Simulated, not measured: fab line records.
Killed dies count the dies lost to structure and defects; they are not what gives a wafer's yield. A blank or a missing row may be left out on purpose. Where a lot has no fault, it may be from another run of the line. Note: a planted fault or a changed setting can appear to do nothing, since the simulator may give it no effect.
fab line records | flow n5-finfet | part 1 of 2: steps 1 to 16 of 22
[record] lots = 5 | wafers = 15 | last-day = 17
route steps=1938 shown FIN_SAQP@115
lots untouched by any fault: they come from a run of this same line in which no faults occurred
start-h: hours from the record's first day to the start of the lot's first wafer shown | wait-h: hours from the lot's prior step to this one | " repeats the value in the row above | L1.1+2: a single row standing in for several wafers | - either no value or no given start | * or withheld: withheld | < > ~ a bound
route shown NAME@n: a module of which the file shows steps, and the number in the route of the first | usual: the fault-free wafers' mean and standard deviation | same: alike in all rows | chamber/n: place in a boat | sites: the reading at each site | _std_site: how widely they spread, as a standard deviation | _edge_site: outer sites' mean less inner sites' | radius-mm: how far each site lies from the wafer's centre | mask NAME#n: copy n | behind: tool/chamber where the wafer was last shaped | hold: reason for holding the lot/hours on hold/outcome of the hold | device: which transistor (n, p or np) failed to switch | end of line: at the end of the route, the tests of the same wafers | for a step that has no rows: nothing shown but its recipe | killed: the dies lost at the first sort to structure and to defects; this is not the yield of the wafer | map: dies across one wafer; x = killed, . = not, _ = none there
set.NAME: setting as actually run; set.NAME@STEP: the setting as run at that earlier step | model.NAME: the simulator's own value behind a step, which no gauge read
a table for each step, a row for each wafer; lots at some steps of the route
services: the hour from which a tool's chamber was out of use, counted from the record's first day as start-h (under 0 if before that day), plus the number of hours and why
[[steps]]
[step N5_FIN_SAQP_ETCH_51]
[recipe] chemistry = CF4 | target = SiARC | target-depth-a = 455 | mask-material = CAR-ArF | time-s = 75.8 | ion-energy-ev = 80 | pressure-mtorr = 40 | source-w = 545 | bias-w = 36 | Ar_flow_sccm = 100 | cf4-flow-sccm = 100 | ends = cleared
[usual] drypump-motor-current-A = 5.8/0.45 | etch-rf-on-time-s = 75.9/1.4 | mfc-ar-sccm = 100.0/0.33 | oes-product-au = 0.69/0.063 | rf-vpp-V = 184.2/1.1 | showerhead-plenum-p-Torr = 2.16/0.069 | throttle-valve-pct = 15.67/0.23
lot.wafer | tool        | chamber | start-h | wait-h | drypump-motor-current-A | etch-rf-on-time-s | mfc-ar-sccm | oes-product-au | rf-hours-counter-h | rf-vpp-V | showerhead-plenum-p-Torr | throttle-valve-pct
L078.2    | rie-diel-06 | 1       | 47.68   | 0.0    | 5.8                     | 74.9              | 100.1       | 0.76           | 37                 | 182.8    | 2.10                     | 15.73
L078.3    | "           | 3       | "       | "      | 5.4                     | 73.8              | 99.3        | 0.79           | 37                 | 184.4    | 2.18                     | 15.32
L078.6    | "           | 3       | "       | "      | 5.4                     | 74.2              | 99.6        | 0.77           | -                  | 184.4    | 2.18                     | 15.34
L079.1    | rie-diel-03 | 3       | 52.81   | 0.0    | 5.1                     | 76.9              | 100.2       | 0.63           | 174                | 183.8    | 2.05                     | 15.75
L079.3    | "           | 2       | "       | "      | 5.7                     | 74.6              | 99.6        | 0.74           | 58                 | 183.8    | 2.26                     | 15.63
L079.5    | "           | 1       | "       | "      | 5.8                     | 77.9              | 100.0       | 0.58           | -                  | 182.5    | 2.03                     | 15.69
L086.2    | rie-diel-06 | 3       | 94.67   | 0.0    | 5.4                     | 74.5              | 98.8        | 0.75           | 56                 | 183.8    | 2.17                     | 15.37
L086.5    | "           | 1       | "       | "      | 5.8                     | 74.7              | 100.0       | 0.74           | -                  | 183.2    | 2.09                     | 15.77
L086.6    | "           | 2       | "       | "      | 6.9                     | 76.0              | 100.0       | 0.66           | -                  | 184.9    | 2.15                     | 16.02
L092.2    | rie-diel-06 | 1       | 130.15  | 0.0    | 5.7                     | 74.7              | 99.6        | 0.72           | 66                 | 183.8    | 2.09                     | 15.80
L092.3    | "           | 2       | "       | "      | 6.8                     | 76.5              | 100.4       | 0.65           | 159                | 183.5    | 2.15                     | 16.05
L092.6    | "           | 1       | "       | "      | 5.8                     | 74.9              | 99.8        | 0.72           | -                  | 183.7    | 2.09                     | 15.79
L096.2    | rie-diel-06 | 2       | 155.20  | 0.0    | 6.8                     | 76.1              | 100.2       | 0.64           | 168                | 183.6    | 2.14                     | 16.10
L096.4    | "           | 0       | "       | "      | 5.8                     | 75.8              | 100.0       | 0.66           | 131                | 185.6    | 2.15                     | 15.68
L096.6    | "           | 1       | "       | "      | 5.8                     | 75.1              | 99.7        | 0.71           | -                  | 182.6    | 2.08                     | 15.82
[step N5_FIN_SAQP_ETCH_52]
[recipe] chemistry = N2/H2 | target = SOC | target-depth-a = 1000 | overetch-a = 200 | mask-material = SiARC | temp-c = 40 | time-s = 150 | ion-energy-ev = 200 | pressure-mtorr = 30 | source-w = 840 | bias-w = 150 | n2-flow-sccm = 200 | h2-flow-sccm = 200 | ends = end-point
[usual] drypump-motor-current-A = 5.8/0.46 | oes-product-au = 0.72/0.061 | rf-vpp-V = 524.3/2.4 | showerhead-plenum-p-Torr = 2.56/0.087 | throttle-valve-pct = 17.86/0.24
lot.wafer | tool        | chamber | start-h | wait-h | drypump-motor-current-A | oes-product-au | rf-hours-counter-h | rf-vpp-V | showerhead-plenum-p-Torr | throttle-valve-pct
L078.2    | rie-diel-06 | 1       | 47.74   | 0.0    | 5.8                     | 0.79           | 37                 | 522.4    | 2.48                     | 18.02
L078.3    | "           | 3       | "       | "      | 5.5                     | 0.81           | 37                 | 524.0    | 2.59                     | 17.56
L078.6    | "           | 3       | "       | "      | 5.4                     | 0.81           | -                  | 524.8    | 2.59                     | 17.56
L079.1    | rie-diel-03 | 3       | 52.87   | 0.0    | 5.1                     | 0.66           | 174                | 520.6    | 2.43                     | 17.91
L079.3    | "           | 2       | "       | "      | 5.7                     | 0.76           | 58                 | 527.4    | 2.69                     | 17.80
L079.5    | "           | 1       | "       | "      | 5.8                     | 0.63           | -                  | 520.9    | 2.39                     | 17.72
L086.2    | rie-diel-06 | 3       | 94.73   | 0.0    | 5.4                     | 0.78           | 56                 | 525.1    | 2.58                     | 17.61
L086.5    | "           | 1       | "       | "      | 5.7                     | 0.77           | -                  | 522.5    | 2.47                     | 18.06
L086.6    | "           | 2       | "       | "      | 6.8                     | 0.69           | -                  | 523.5    | 2.53                     | 18.06
L092.2    | rie-diel-06 | 1       | 130.20  | 0.0    | 5.8                     | 0.75           | 67                 | 521.5    | 2.47                     | 18.09
L092.3    | "           | 2       | "       | "      | 6.9                     | 0.69           | 159                | 524.2    | 2.53                     | 18.08
L092.6    | "           | 1       | "       | "      | 5.8                     | 0.76           | -                  | 521.2    | 2.47                     | 18.09
L096.2    | rie-diel-06 | 1       | 155.25  | 0.0    | 5.8                     | 0.75           | 75                 | 521.2    | 2.46                     | 18.11
L096.4    | "           | 3       | "       | "      | 5.4                     | 0.76           | 78                 | 524.9    | 2.57                     | 17.64
L096.6    | "           | 2       | "       | "      | 6.9                     | 0.68           | -                  | 523.0    | 2.53                     | 18.10
[step N5_FIN_SAQP_STRIP_53]
[recipe] chemistry = N2/H2 | temp-c = 40 | n2-flow-sccm = 200 | h2-flow-sccm = 200 | rf-frequency-hz = 6e+07
lot.wafer  | tool        | chamber | start-h | wait-h
L078.2+3+6 | rie-diel-06 | 1,3,3   | 47.83   | 0.0
L079.1+3+5 | rie-diel-03 | 3,2,1   | 52.96   | 0.0
L086.2+5+6 | rie-diel-06 | 3,1,2   | 94.82   | 0.0
L092.2+3+6 | rie-diel-06 | 1,2,1   | 130.30  | 0.0
L096.2+4+6 | rie-diel-06 | 3,0,3   | 155.35  | 0.0
[step N5_FIN_SAQP_HM_OPEN_73]
[recipe] chemistry = CHF3/O2 | target = SiO2 | stop-on = a-Si | target-depth-a = 120 | over-etch-frac = 1.8 | mask-material = SOC | time-s = 16.8 | pressure-mtorr = 30 | source-w = 650 | bias-w = 170 | Ar_flow_sccm = 200 | CHF3_flow_sccm = 50 | O2_flow_sccm = 5 | ion-energy-ev = 200 | ends = end-point
[usual] drypump-motor-current-A = 5.8/0.46 | mfc-ar-sccm = 200.1/0.58 | oes-product-au = 0.48/0.042 | rf-vpp-V = 525/4.3 | showerhead-plenum-p-Torr = 2.43/0.078 | throttle-valve-pct = 18.90/0.24
lot.wafer | tool        | chamber | start-h | wait-h | drypump-motor-current-A | mfc-ar-sccm | oes-product-au | rf-hours-counter-h | rf-vpp-V | showerhead-plenum-p-Torr | throttle-valve-pct
L078.2    | rie-diel-06 | 1       | 47.84   | 0.0    | 5.8                     | 199.1       | 0.53           | 37                 | 518      | 2.36                     | 18.99
L078.3    | "           | 3       | "       | "      | 5.4                     | 200.6       | 0.54           | 37                 | 529      | 2.46                     | 18.60
L078.6    | "           | 3       | "       | "      | 5.4                     | 201.3       | 0.54           | -                  | 528      | 2.46                     | 18.62
L079.1    | rie-diel-03 | 3       | 52.97   | 0.0    | 5.1                     | 200.5       | 0.44           | 174                | 520      | 2.31                     | 18.94
L079.3    | "           | 2       | "       | "      | 5.6                     | 199.8       | 0.52           | 58                 | 530      | 2.54                     | 18.89
L079.5    | "           | 1       | "       | "      | 5.8                     | 200.0       | 0.42           | -                  | 515      | 2.28                     | 18.84
L086.2    | rie-diel-06 | 3       | 94.83   | 0.0    | 5.4                     | 200.2       | 0.52           | 56                 | 530      | 2.45                     | 18.63
L086.5    | "           | 1       | "       | "      | 5.8                     | 199.5       | 0.51           | -                  | 520      | 2.35                     | 19.05
L086.6    | "           | 2       | "       | "      | 6.8                     | 200.1       | 0.46           | -                  | 530      | 2.42                     | 19.26
L092.2    | rie-diel-06 | 1       | 130.31  | 0.0    | 5.8                     | 199.9       | 0.50           | 67                 | 521      | 2.34                     | 19.04
L092.3    | "           | 2       | "       | "      | 6.8                     | 199.9       | 0.46           | 159                | 530      | 2.41                     | 19.28
L092.6    | "           | 1       | "       | "      | 5.7                     | 200.4       | 0.50           | -                  | 519      | 2.34                     | 19.05
L096.2    | rie-diel-06 | 3       | 155.36  | 0.0    | 5.4                     | 199.1       | 0.51           | 78                 | 529      | 2.44                     | 18.67
L096.4    | "           | 0       | "       | "      | 5.7                     | 199.6       | 0.46           | -                  | 523      | 2.42                     | 18.90
L096.6    | "           | 3       | "       | "      | 5.4                     | 200.3       | 0.51           | -                  | 528      | 2.44                     | 18.66
[step N5_FIN_SAQP_STRIP_74]
[recipe] chemistry = CHF3/O2 | resist = SiARC | rf-frequency-hz = 6e+07
lot.wafer  | tool        | chamber | start-h | wait-h
L078.2+3+6 | rie-diel-06 | 1,3,3   | 47.90   | 0.0
L079.1+3+5 | rie-diel-03 | 3,2,1   | 53.03   | 0.0
L086.2+5+6 | rie-diel-06 | 3,1,2   | 94.89   | 0.0
L092.2+3+6 | rie-diel-06 | 1,2,1   | 130.37  | 0.0
L096.2+4+6 | rie-diel-06 | 3,0,3   | 155.42  | 0.0
[step N5_FIN_SAQP_MANDREL_ETCH_22]
[recipe] target-depth-a = 600 | chemistry = HBr/Cl2 | target = a-Si | stop-on = SiNx | bt-time-s = 10 | over-etch-frac = 0.5 | time-s = 30 | pressure-mtorr = 10 | icp-w = 800 | bias-w = 75 | HBr_flow_sccm = 150 | Cl2_flow_sccm = 80 | ends = end-point
[usual] drypump-motor-current-A = 5.9/0.43 | oes-product-au = 0.760/0.012 | throttle-valve-pct = 35.37/0.2
lot.wafer | tool      | chamber | start-h | wait-h | drypump-motor-current-A | oes-product-au | rf-hours-counter-h | throttle-valve-pct
L078.2    | rie-si-02 | 0       | 47.93   | 0.0    | 5.1                     | 0.755          | 109                | 35.43
L078.3    | "         | 3       | "       | "      | 5.8                     | 0.760          | 29                 | 35.45
L078.6    | "         | 3       | "       | "      | 5.8                     | 0.762          | -                  | 35.43
L079.1    | rie-si-05 | 0       | 53.06   | 0.0    | 5.7                     | 0.739          | 66                 | 35.13
L079.3    | "         | 2       | "       | "      | 6.4                     | 0.784          | 60                 | 35.28
L079.5    | "         | 2       | "       | "      | 6.4                     | 0.779          | -                  | 35.28
L086.2    | rie-si-01 | 1       | 94.93   | 0.0    | 6.0                     | 0.761          | 7                  | 35.54
L086.5    | "         | 1       | "       | "      | 6.0                     | 0.769          | -                  | 35.55
L086.6    | "         | 0       | "       | "      | 6.1                     | 0.789          | -                  | 35.54
L092.2    | rie-si-01 | 1       | 130.40  | 0.0    | 6.1                     | 0.762          | 8                  | 35.54
L092.3    | "         | 3       | "       | "      | 6.7                     | 0.747          | 7                  | 35.02
L092.6    | "         | 3       | "       | "      | 6.7                     | 0.765          | -                  | 34.99
L096.2    | rie-si-05 | 2       | 155.45  | 0.0    | 6.4                     | 0.772          | 62                 | 35.31
L096.4    | "         | 0       | "       | "      | 5.7                     | 0.766          | 68                 | 35.11
L096.6    | "         | 2       | "       | "      | 6.4                     | 0.780          | -                  | 35.27
[step N5_FIN_SAQP_STRIP_55]
[recipe] chemistry = N2/H2 | power-w = 500 | temp-c = 40 | pressure-mtorr = 50 | rf-frequency-hz = 6e+07 | overash-fraction = 0.3 | bias-power-w = 28 | h2-frac = 0.5 | n2-flow-sccm = 300 | h2-flow-sccm = 300
[usual] drypump-motor-current-A = 5.8/0.47 | oes-product-au = 0.80/0.077 | rf-vpp-V = 122.0/1.5 | showerhead-plenum-p-Torr = 3.38/0.11 | throttle-valve-pct = 18.9/0.4
[same] overash-fraction = 0.3
lot.wafer | tool        | chamber | start-h | wait-h | drypump-motor-current-A | oes-product-au | rf-hours-counter-h | rf-vpp-V | showerhead-plenum-p-Torr | throttle-valve-pct
L078.2    | rie-diel-03 | 0       | 48.13   | 0.2    | 6.0                     | 0.75           | 170                | 122.8    | 3.48                     | 19.4
L078.3    | "           | 2       | "       | "      | 5.7                     | 0.86           | 55                 | 123.4    | 3.55                     | 18.7
L078.6    | "           | 0       | "       | "      | 6.0                     | 0.76           | -                  | 121.2    | 3.48                     | 19.4
L079.1    | rie-diel-06 | 1       | 53.23   | 0.1    | 5.8                     | 0.89           | 39                 | 120.9    | 3.28                     | 19.3
L079.3    | "           | 2       | "       | "      | 6.8                     | 0.78           | 131                | 122.5    | 3.36                     | 18.9
L079.5    | "           | 3       | "       | "      | 5.4                     | 0.89           | -                  | 122.0    | 3.42                     | 18.7
L086.2    | rie-diel-06 | 0       | 95.03   | 0.1    | 5.8                     | 0.79           | 109                | 121.0    | 3.39                     | 18.8
L086.5    | "           | 1       | "       | "      | 5.8                     | 0.85           | -                  | 123.0    | 3.27                     | 19.3
L086.6    | "           | 2       | "       | "      | 6.8                     | 0.78           | -                  | 120.5    | 3.35                     | 18.9
L092.2    | rie-diel-06 | 3       | 130.49  | 0.1    | 5.4                     | 0.86           | 69                 | 121.6    | 3.40                     | 18.7
L092.3    | "           | 0       | "       | "      | 5.8                     | 0.78           | 122                | 122.0    | 3.38                     | 18.8
L092.6    | "           | 1       | "       | "      | 5.8                     | 0.85           | -                  | 120.4    | 3.26                     | 19.4
L096.2    | rie-diel-06 | 2       | 155.55  | 0.1    | 6.8                     | 0.74           | 168                | 121.1    | 3.34                     | 18.9
L096.4    | "           | 2       | "       | "      | 6.9                     | 0.76           | -                  | 121.1    | 3.34                     | 18.9
L096.6    | "           | 0       | "       | "      | 5.8                     | 0.77           | -                  | 124.1    | 3.37                     | 18.8
[step N5_FIN_SAQP_STRIP_23]
[recipe] chemistry = SPM | time-s = 750 | temp-c = 130 | h2so4-h2o2-vol-ratio = 4
[same] time-s = 750
lot.wafer  | tool         | chamber | start-h | wait-h
L078.2+3+6 | wet-bench-03 | 0,5,6   | 48.20   | -
L079.1+3+5 | wet-bench-01 | 4,7,0   | 53.30   | -
L086.2+5+6 | wet-bench-03 | 7,4,1   | 95.09   | -
L092.2+3+6 | wet-bench-06 | 5,4,2   | 130.56  | -
L096.2+4+6 | wet-bench-06 | 0,6,1   | 155.61  | -
[step N5_FIN_SAQP_SRD_66]
[recipe] dry = ipa-marangoni | time-s = 30 | temp-c = 23 | rinse-liquid = diw
[same] time-s = 30
lot.wafer  | tool         | chamber | start-h | wait-h
L078.2+3+6 | wet-bench-03 | 0,5,6   | 48.41   | 0.0
L079.1+3+5 | wet-bench-01 | 4,7,0   | 53.51   | 0.0
L086.2+5+6 | wet-bench-03 | 7,4,1   | 95.34   | 0.0
L092.2+3+6 | wet-bench-06 | 5,4,2   | 130.77  | 0.0
L096.2+4+6 | wet-bench-06 | 0,6,1   | 155.82  | 0.0
[step N5_FIN_SAQP_RECESS_75]
[recipe] chemistry = HF/NH3 | target = SiO2 | target-depth-a = 144 | afs-cycles = 3 | temp-c = 30 | sublimation-temp-c = 180 | sublimation-time-s = 60
[usual] drypump-motor-current-A = 5.9/0.5
lot.wafer | tool          | chamber | start-h | wait-h | drypump-motor-current-A
L078.2    | vapor-etch-02 | 1       | 48.45   | 0.0    | 6.0
L078.3    | "             | 0       | "       | "      | 5.2
L078.6    | "             | 0       | "       | "      | 5.2
L079.1    | vapor-etch-02 | 0       | 53.56   | 0.0    | 5.2
L079.3    | "             | 1       | "       | "      | 6.0
L079.5    | "             | 0       | "       | "      | 5.2
L086.2    | vapor-etch-01 | 1       | 95.39   | 0.0    | 6.3
L086.5    | "             | 0       | "       | "      | 6.5
L086.6    | "             | 1       | "       | "      | 6.3
L092.2    | vapor-etch-01 | 1       | 130.82  | 0.0    | 6.3
L092.3    | "             | 1       | "       | "      | 6.3
L092.6    | "             | 1       | "       | "      | 6.3
L096.2    | vapor-etch-01 | 0       | 155.87  | 0.0    | 6.5
L096.4    | "             | 1       | "       | "      | 6.3
L096.6    | "             | 0       | "       | "      | 6.5
[step N5_FIN_SAQP_SPACER1_ALD_24]
[recipe] material = SiO2 | target-thk-a = 203 | temp-c = 300 | ald-precursor-family = BDEAS | ald-co-reactant = O2-plasma | pulse-time-s = 1 | purge-time-s = 2 | co-reactant-purge-time-s = 2 | ald-cycles = 218 | pressure-torr = 2
[usual] heater-power-outer-w = 263/28 | heater-power-w = 466/51 | precursor-pulse-height-rel = 1.001/0.019 | susceptor-temp-C = 299.98/0.21
lot.wafer | tool       | chamber | start-h | wait-h | heater-power-outer-w | heater-power-w | precursor-pulse-height-rel | susceptor-temp-C
L078.2    | ald-sin-02 | 2       | 48.84   | 0.3    | 276                  | 492            | 0.970                      | 299.98
L078.3    | "          | 1       | "       | "      | 255                  | 434            | 1.011                      | 299.92
L078.6    | "          | 2       | "       | "      | 273                  | 479            | 0.976                      | 300.18
L079.1    | ald-sin-02 | 1       | 54.42   | 0.7    | 248                  | 428            | 0.983                      | 300.09
L079.3    | "          | 0       | "       | "      | 318                  | 581            | 1.021                      | 300.01
L079.5    | "          | 2       | "       | "      | 274                  | 492            | 1.019                      | 300.40
L086.2    | ald-sin-01 | 1       | 97.27   | 1.8    | 291                  | 491            | 0.997                      | 299.69
L086.5    | "          | 0       | "       | "      | 276                  | 465            | 1.026                      | 300.06
L086.6    | "          | 1       | "       | "      | 289                  | 498            | 1.051                      | 299.75
L092.2    | ald-sin-01 | 3       | 131.20  | 0.3    | 276                  | 469            | 0.964                      | 299.78
L092.3    | "          | 0       | "       | "      | 272                  | 468            | 1.021                      | 299.82
L092.6    | "          | 3       | "       | "      | 268                  | 469            | 0.986                      | 299.71
L096.2    | ald-sin-01 | 2       | 156.25  | 0.3    | 249                  | 461            | 0.982                      | 299.62
L096.4    | "          | 3       | "       | "      | 282                  | 467            | 1.004                      | 300.11
L096.6    | "          | 2       | "       | "      | 246                  | 459            | 0.987                      | 300.06
[step N5_FIN_SAQP_SPACER1_ETCHBACK_25]
[recipe] chemistry = CHF3/O2 | mode = anisotropic-etchback | target = SiO2 | target-depth-a = 244 | time-s = 12.2 | pressure-mtorr = 30 | source-w = 650 | bias-w = 170 | Ar_flow_sccm = 200 | CHF3_flow_sccm = 50 | O2_flow_sccm = 5 | ion-energy-ev = 200
[usual] drypump-motor-current-A = 5.8/0.44 | mfc-ar-sccm = 200.0/0.62 | oes-product-au = 0.81/0.076 | rf-vpp-V = 525/3.6 | showerhead-plenum-p-Torr = 2.44/0.078 | throttle-valve-pct = 18.96/0.25
[same] time-s = 12.2
lot.wafer | tool        | chamber | start-h | wait-h | drypump-motor-current-A | mfc-ar-sccm | oes-product-au | rf-hours-counter-h | rf-vpp-V | showerhead-plenum-p-Torr | throttle-valve-pct
L078.2    | rie-diel-06 | 3       | 49.57   | 0.4    | 5.4                     | 201.0       | 0.92           | 38                 | 529      | 2.46                     | 18.67
L078.3    | "           | 0       | "       | "      | 5.8                     | 199.1       | 0.81           | 92                 | 524      | 2.44                     | 18.91
L078.6    | "           | 3       | "       | "      | 5.4                     | 201.4       | 0.92           | -                  | 530      | 2.46                     | 18.67
L079.1    | rie-diel-06 | 0       | 55.25   | 0.5    | 5.8                     | 200.0       | 0.79           | 95                 | 522      | 2.43                     | 18.91
L079.3    | "           | 2       | "       | "      | 6.9                     | 200.0       | 0.78           | 132                | 529      | 2.42                     | 19.32
L079.5    | "           | 0       | "       | "      | 5.8                     | 199.9       | 0.80           | -                  | 523      | 2.43                     | 18.90
L086.2    | rie-diel-03 | 0       | 98.06   | 0.4    | 6.0                     | 200.2       | 0.74           | 193                | 528      | 2.49                     | 19.18
L086.5    | "           | 3       | "       | "      | 5.1                     | 200.0       | 0.71           | -                  | 521      | 2.30                     | 19.05
L086.6    | "           | 0       | "       | "      | 6.0                     | 199.5       | 0.73           | -                  | 527      | 2.49                     | 19.19
L092.2    | rie-diel-03 | 3       | 131.92  | 0.4    | 5.1                     | 200.7       | 0.72           | 203                | 521      | 2.30                     | 19.09
L092.3    | "           | 1       | "       | "      | 5.8                     | 199.2       | 0.93           | 17                 | 522      | 2.56                     | 18.55
L092.6    | "           | 1       | "       | "      | 5.8                     | 200.1       | 0.93           | -                  | 522      | 2.56                     | 18.58
L096.2    | rie-diel-03 | 0       | 157.18  | 0.6    | 6.0                     | 199.1       | 0.71           | 213                | 527      | 2.49                     | 19.21
L096.4    | "           | 3       | "       | "      | 5.1                     | 199.3       | 0.71           | 212                | 521      | 2.30                     | 19.08
L096.6    | "           | 1       | "       | "      | 5.8                     | 199.7       | 0.91           | -                  | 522      | 2.56                     | 18.58
[step N5_FIN_SAQP_MANDREL1_REMOVE_56]
[recipe] chemistry = HBr/Cl2/O2 | bt-time-s = 10 | target = a-Si | stop-on = SiNx | endpoint = OES-SiCl | over-etch-frac = 1 | icp-w = 600 | bias-w = 22 | HBr_flow_sccm = 150 | Cl2_flow_sccm = 80 | O2_flow_sccm = 5 | pressure-mtorr = 10
[usual] drypump-motor-current-A = 6.0/0.37 | oes-product-au = 0.990/0.015 | throttle-valve-pct = 36.74/0.23
lot.wafer | tool      | chamber | start-h | wait-h | drypump-motor-current-A | oes-product-au | rf-hours-counter-h | throttle-valve-pct
L078.2    | rie-si-01 | 2       | 49.66   | 0.1    | 5.9                     | 0.984          | 161                | 36.41
L078.3    | "         | 3       | "       | "      | 6.7                     | 0.964          | 6                  | 36.35
L078.6    | "         | 1       | "       | "      | 6.0                     | 0.989          | -                  | 36.89
L079.1    | rie-si-01 | 1       | 55.34   | 0.1    | 6.0                     | 1.002          | 6                  | 36.89
L079.3    | "         | 2       | "       | "      | 5.9                     | 0.986          | 161                | 36.43
L079.5    | "         | 0       | "       | "      | 6.0                     | 1.012          | -                  | 36.90
L086.2    | rie-si-02 | 2       | 98.14   | 0.1    | 5.6                     | 0.988          | 39                 | 36.93
L086.5    | "         | 2       | "       | "      | 5.7                     | 0.983          | -                  | 36.91
L086.6    | "         | 1       | "       | "      | 6.4                     | 0.987          | -                  | 36.73
L092.2    | rie-si-05 | 0       | 132.01  | 0.1    | 5.7                     | 0.967          | 68                 | 36.47
L092.3    | "         | 2       | "       | "      | 6.4                     | 1.008          | 62                 | 36.65
L092.6    | "         | 2       | "       | "      | 6.4                     | 1.009          | -                  | 36.65
L096.2    | rie-si-01 | 1       | 157.27  | 0.1    | 6.0                     | 1.002          | 8                  | 36.88
L096.4    | "         | 3       | "       | "      | 6.7                     | 0.989          | 8                  | 36.35
L096.6    | "         | 2       | "       | "      | 5.9                     | 0.987          | -                  | 36.41
[step N5_FIN_SAQP_CD_MEAS_27]
[recipe] target-cd-nm = 20 | landing-energy-ev = 1000 | detector = se-inlens | polarity = line
[usual] cd-nm = 20.31/0.22
lot.wafer | tool      | chamber | start-h | wait-h | cd-nm
L078.2    | cd-sem-02 | 0       | 49.77   | 0.1    | 20.25
L078.3    | "         | 0       | "       | "      | 20.26
L078.6    | "         | 0       | "       | "      | 20.46
L079.1    | cd-sem-01 | 0       | 55.45   | 0.1    | 20.58
L079.3    | "         | 0       | "       | "      | 20.19
L079.5    | "         | 0       | "       | "      | 20.59
L086.2    | cd-sem-01 | 0       | 98.26   | 0.1    | 20.52
L086.5    | "         | 0       | "       | "      | 20.11
L086.6    | "         | 0       | "       | "      | 20.41
L092.2    | cd-sem-01 | 0       | 132.12  | 0.1    | 20.34
L092.3    | "         | 0       | "       | "      | 19.87
L092.6    | "         | 0       | "       | "      | 20.55
L096.2    | cd-sem-02 | 0       | 157.39  | 0.1    | 20.46
L096.4    | "         | 0       | "       | "      | 20.14
L096.6    | "         | 0       | "       | "      | 20.13
[step N5_FIN_SAQP_ETCH_57]
[recipe] chemistry = CH3F/O2 | target = SiNx | mask-material = SiO2 | target-depth-a = 325 | time-s = 46.4 | pressure-mtorr = 30 | source-w = 395 | bias-w = 73 | Ar_flow_sccm = 150 | CH3F_flow_sccm = 30 | O2_flow_sccm = 20 | ion-energy-ev = 120 | ends = cleared
[usual] drypump-motor-current-A = 5.7/0.42 | etch-rf-on-time-s = 46.4/0.91 | mfc-ar-sccm = 150.0/0.51 | oes-product-au = 0.69/0.066 | rf-vpp-V = 297.9/2.5 | showerhead-plenum-p-Torr = 2.02/0.073 | throttle-valve-pct = 16.41/0.22
lot.wafer | tool        | chamber | start-h | wait-h | drypump-motor-current-A | etch-rf-on-time-s | mfc-ar-sccm | oes-product-au | rf-hours-counter-h | rf-vpp-V | showerhead-plenum-p-Torr | throttle-valve-pct
L078.2    | rie-diel-06 | 3       | 49.98   | 0.2    | 5.4                     | 45.5              | 150.0       | 0.78           | 38                 | 300.3    | 2.04                     | 16.07
L078.3    | "           | 0       | "       | "      | 5.7                     | 46.2              | 149.9       | 0.69           | 92                 | 298.4    | 2.02                     | 16.33
L078.6    | "           | 3       | "       | "      | 5.4                     | 45.8              | 150.6       | 0.78           | -                  | 300.2    | 2.04                     | 16.09
L079.1    | rie-diel-03 | 1       | 55.53   | 0.1    | 5.8                     | 46.9              | 150.7       | 0.59           | 243                | 291.5    | 1.89                     | 16.37
L079.3    | "           | 0       | "       | "      | 6.0                     | 47.0              | 150.4       | 0.64           | 175                | 299.0    | 2.08                     | 16.58
L079.5    | "           | 0       | "       | "      | 6.0                     | 47.0              | 150.1       | 0.64           | -                  | 301.2    | 2.08                     | 16.56
L086.2    | rie-diel-01 | 0       | 98.36   | 0.1    | 5.5                     | 44.6              | 150.9       | 0.84           | 2                  | 297.8    | 1.97                     | 16.50
L086.5    | "           | 2       | "       | "      | 5.9                     | 45.7              | 149.6       | 0.65           | -                  | 300.8    | 2.08                     | 16.47
L086.6    | "           | 3       | "       | "      | 6.1                     | 47.0              | 149.0       | 0.58           | -                  | 297.6    | 1.96                     | 16.28
L092.2    | rie-diel-03 | 2       | 132.38  | 0.3    | 5.6                     | 46.5              | 149.8       | 0.70           | 89                 | 300.0    | 2.10                     | 16.45
L092.3    | "           | 3       | "       | "      | 5.1                     | 46.5              | 150.1       | 0.61           | 203                | 296.7    | 1.91                     | 16.55
L092.6    | "           | 3       | "       | "      | 5.1                     | 46.7              | 150.2       | 0.61           | -                  | 295.3    | 1.91                     | 16.54
L096.2    | rie-diel-01 | 0       | 157.45  | 0.1    | 5.5                     | 46.4              | 149.7       | 0.77           | 26                 | 298.8    | 1.96                     | 16.58
L096.4    | "           | 2       | "       | "      | 5.8                     | 46.8              | 150.0       | 0.63           | -                  | 300.9    | 2.07                     | 16.52
L096.6    | "           | 1       | "       | "      | 5.5                     | 46.2              | 150.7       | 0.70           | -                  | 296.8    | 2.02                     | 15.99
[step N5_FIN_SAQP_ETCH_65]
[recipe] chemistry = CF4 | target = SiO2 | target-depth-a = 40 | ion-energy-ev = 350 | time-s = 4.4 | pressure-mtorr = 10 | icp-w = 800 | bias-w = 400 | cf4-flow-sccm = 80
[usual] drypump-motor-current-A = 5.9/0.42 | oes-product-au = 0.987/0.016 | throttle-valve-pct = 21.80/0.15
[same] time-s = 4.4
lot.wafer | tool      | chamber | start-h | wait-h | drypump-motor-current-A | oes-product-au | rf-hours-counter-h | throttle-valve-pct
L078.2    | rie-si-02 | 2       | 50.08   | 0.1    | 5.7                     | 0.980          | 38                 | 21.96
L078.3    | "         | 3       | "       | "      | 5.8                     | 0.988          | 29                 | 21.72
L078.6    | "         | 1       | "       | "      | 6.4                     | 0.992          | -                  | 21.86
L079.1    | rie-si-02 | 2       | 55.63   | 0.1    | 5.6                     | 0.970          | 38                 | 21.95
L079.3    | "         | 0       | "       | "      | 5.1                     | 0.987          | 110                | 21.88
L079.5    | "         | 0       | "       | "      | 5.1                     | 0.976          | -                  | 21.87
L086.2    | rie-si-05 | 3       | 98.46   | 0.1    | 5.8                     | 0.963          | 158                | 21.73
L086.5    | "         | 0       | "       | "      | 5.7                     | 0.961          | -                  | 21.56
L086.6    | "         | 1       | "       | "      | 6.0                     | 0.962          | -                  | 22.01
L092.2    | rie-si-01 | 2       | 132.49  | 0.1    | 5.9                     | 0.991          | 163                | 21.70
L092.3    | "         | 1       | "       | "      | 6.0                     | 1.015          | 8                  | 21.86
L092.6    | "         | 0       | "       | "      | 6.1                     | 1.005          | -                  | 21.96
L096.2    | rie-si-02 | 2       | 157.56  | 0.1    | 5.6                     | 0.970          | 40                 | 21.95
L096.4    | "         | 3       | "       | "      | 5.8                     | 0.981          | 31                 | 21.73
L096.6    | "         | 2       | "       | "      | 5.6                     | 0.972          | -                  | 21.96
